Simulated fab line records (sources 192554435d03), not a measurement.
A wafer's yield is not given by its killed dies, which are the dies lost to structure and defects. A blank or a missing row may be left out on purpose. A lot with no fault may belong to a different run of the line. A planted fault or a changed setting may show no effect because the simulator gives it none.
Split-lot study | flow n5 finfet | route with 1938 steps; 7 lots, 21 wafers read

== ON THE SPLIT ==
At N5_BEOL_M11_EXPOSE_08 (exposes mask M11), the setting dose mj was moved away from the recipe's 53.75 on 7 of the 21 wafers read, by -5.3% to +4.9%. For the rest of the wafers, this setting stayed at what the recipe calls for.

== FROM THE SPLIT TO THE READING: what the file shows between them, 2 steps ==
- N5_BEOL_M11_PEB_09: peb time 60 s
- N5_BEOL_M11_DEVELOP_10: develop time 30 s

== THE READING ==
cd nm (nm) at N5_BEOL_M11_CD_MEAS_11, where the cd target is 64.1 nm. Fault-free wafers of this fab line usually give 64.1 nm, standard deviation 0.61 nm.

wafer  | tool, chamber at the split | dose mj as run | against the recipe | cd nm, nm | against lot-mates on the recipe
L074.1 | arfi scanner-03, 0         | 53.75          | recipe             | 64.3      | -
L074.2 | arfi scanner-03, 0         | 53.75          | recipe             | 64.9      | -
L074.5 | arfi scanner-03, 0         | 53.75          | recipe             | 63.7      | -
L079.3 | arfi scanner-03, 0         | 53.75          | recipe             | 64.6      | -
L079.4 | arfi scanner-03, 0         | 50.89          | -5.3%              | 61.2      | -3.2
L079.5 | arfi scanner-03, 0         | 53.75          | recipe             | 64.2      | -
L081.1 | arfi scanner-01, 0         | 51.98          | -3.3%              | 62.7      | -2.1
L081.2 | arfi scanner-01, 0         | 51.98          | -3.3%              | 63.1      | -1.7
L081.3 | arfi scanner-01, 0         | 53.75          | recipe             | 64.8      | -
L080.3 | arfi scanner-03, 0         | 53.75          | recipe             | 64.9      | -
L080.5 | arfi scanner-03, 0         | 55.36          | +3.0%              | 66.7      | +2.0
L080.6 | arfi scanner-03, 0         | 53.75          | recipe             | 64.5      | -
L089.1 | arfi scanner-02, 0         | 53.75          | recipe             | 65.2      | -
L089.2 | arfi scanner-02, 0         | 56.4           | +4.9%              | 66.3      | +1.5
L089.6 | arfi scanner-02, 0         | 53.75          | recipe             | 64.5      | -
L092.2 | arfi scanner-02, 0         | 53.75          | recipe             | 63.9      | -
L092.4 | arfi scanner-02, 0         | 53.75          | recipe             | 64.7      | -
L092.5 | arfi scanner-02, 0         | 53.75          | recipe             | 64.7      | -
L094.1 | arfi scanner-01, 0         | 53.75          | recipe             | 63.7      | -
L094.3 | arfi scanner-01, 0         | 51.94          | -3.4%              | 63.6      | -0.1
L094.6 | arfi scanner-01, 0         | 51.94          | -3.4%              | 62.6      | -1.1

FIT RESULTS
A straight line over all 21 wafers: cd nm changes by +0.498 nm for each +1% of dose mj; r = +0.92; the points scatter about the line by 0.5 nm.
The same after taking each lot's own level away (the mean of its wafers on the recipe; 21 wafers): +0.441 nm for each +1%; r = +0.88; scatter 0.55 nm.
According to that fit, moving dose mj by its largest amount changes the reading by 2.3 nm.
Across the lots, their own levels run from 63.70 to 64.85 nm, a range of 1.9 times the standard deviation given above.
So the lot-to-lot level changes the slope: the two fits differ.
Check: -2.02 nm against its lot-mates is what the line predicts for one of the wafers moved furthest among these (-5.3%) when that wafer is left out of the fit. It came out at -3.2 nm against them.

== OTHER SPLITS APPLIED TO THESE WAFERS ==
Other splits were also applied to these wafers ahead of the reading. Each is held against what the fit with the lots' levels taken away leaves over:
other split on the same wafers | wafers away from the commonest value | r with cd nm (lot level and that fit taken away)
N5_BEOL_M9_EXPOSE_08 dose mj   | 8                                    | +0.18
N5_BEOL_M10_COAT_05 spin rpm   | 3                                    | +0.15

== THE WHOLE CHAIN: every reading that the file lists as answering this split, in the file's order ==
step                   | what it does                                       | reading                                                                | change (the file's fit)               | r (the file's)
N5_BEOL_M11_CD_MEAS_11 | target cd 64.1 nm                                  | cd nm                                                                  | +0.452 nm for each +1% of the setting | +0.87
N5_BEOL_M11_ETCH_61    | etches SiARC in CF4, target depth 39 nm, time 65 s | BEOL_M11.cd offset nm (the simulator's own value, which no gauge read) | +0.46 nm for each +1% of the setting  | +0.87

== FILE'S OWN FIT ==
cd nm changes by +0.452 nm for each +1% of dose mj, r = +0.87.
